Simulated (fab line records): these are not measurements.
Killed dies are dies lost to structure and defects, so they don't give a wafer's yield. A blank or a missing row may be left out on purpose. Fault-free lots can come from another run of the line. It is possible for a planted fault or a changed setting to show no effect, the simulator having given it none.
Split-lot study -- flow n5 finfet -- 7 lots, 21 wafers read, on a route of 1938 steps

THE SPLIT ITSELF
At N5_MIM_TOP_SPUTTER_03 (material TiN, target thk 35 nm, time 89.7 s), the setting time s was moved away from the recipe's 89.7 s on 6 of the 21 wafers read, by -9.2% to +13.3%. All remaining wafers had this setting at the recipe value.

The reading is taken at the split's own step.

THE READING
TiN_of_MIM_TOP_SPUTTER_03.thk nm (the simulator's own value, which no gauge read), in nm, at N5_MIM_TOP_SPUTTER_03 (material TiN, target thk 35 nm, time 89.7 s). The file does not state a usual value for it. Across the 15 wafers here that went through the recipe, the average is 34.9 nm and the standard deviation 0.33 nm.

wafer,"tool, chamber at the split","time s as run, s",against the recipe,"TiN_of_MIM_TOP_SPUTTER_03.thk nm, nm",against lot-mates on the recipe
L080.2,"pvd sputter-03, -",101.6,+13.3%,39,+4.7
L080.3,"pvd sputter-03, -",89.7,recipe,34.4,-
L080.4,"pvd sputter-03, -",89.7,recipe,34.2,-
L081.1,"pvd sputter-02, -",89.7,recipe,35.2,-
L081.4,"pvd sputter-02, -",93.28,+4.0%,36.4,+1.2
L081.5,"pvd sputter-02, -",93.28,+4.0%,36.6,+1.4
L085.1,"pvd sputter-02, -",89.7,recipe,34.8,-
L085.2,"pvd sputter-02, -",89.7,recipe,34.6,-
L085.5,"pvd sputter-02, -",89.7,recipe,35,-
L086.2,"pvd sputter-02, -",89.7,recipe,35.2,-
L086.4,"pvd sputter-02, -",89.7,recipe,35.2,-
L086.6,"pvd sputter-02, -",89.7,recipe,34.6,-
L088.3,"pvd sputter-01, -",84.05,-6.3%,33,-2.3
L088.4,"pvd sputter-01, -",89.7,recipe,35.4,-
L088.5,"pvd sputter-01, -",89.7,recipe,35.2,-
L089.3,"pvd sputter-01, -",89.7,recipe,35,-
L089.6,"pvd sputter-01, -",89.7,recipe,35,-
L089.4,"pvd sputter-01, -",89.7,recipe,34.8,-
L097.1,"pvd sputter-02, -",81.45,-9.2%,31.6,-3.4
L097.3,"pvd sputter-02, -",89.7,recipe,35,-
L097.6,"pvd sputter-02, -",81.45,-9.2%,31.4,-3.6

THE FIT
A straight line over all 21 wafers: TiN_of_MIM_TOP_SPUTTER_03.thk nm changes by +0.34 nm for each +1% of time s; r = +0.98; the points scatter about the line by 0.33 nm.
The same after taking each lot's own level away (the mean of its wafers on the recipe; 21 wafers): +0.364 nm for each +1%; r = +1.00; scatter 0.16 nm.
Per that fit: largest time s move, reading shift of 4.8 nm.
From 34.30 to 35.30 nm: that is the span of the lots' own levels, equal to 3.1 times the standard deviation above.
The two slopes agree, so the slope changes little with the lot-to-lot level.
Check: +4.87 nm against its lot-mates is what the line predicts for one of the wafers moved furthest among these (+13.3%) when that wafer is left out of the fit. Against them it came out at +4.7 nm.

OTHER SPLITS APPLIED TO THESE WAFERS
Other splits were also applied to these wafers ahead of the reading. Each is held against what the fit with the lots' levels taken away leaves over:
other split on the same wafers,wafers away from the commonest value,r with TiN_of_MIM_TOP_SPUTTER_03.thk nm (lot level and that fit taken away)
N5_BEOL_M15_COAT_58 spin rpm,6,-0.08

FILE'S OWN FIT
TiN_of_MIM_TOP_SPUTTER_03.thk nm changes by +0.361 nm for each +1% of time s, r = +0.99.
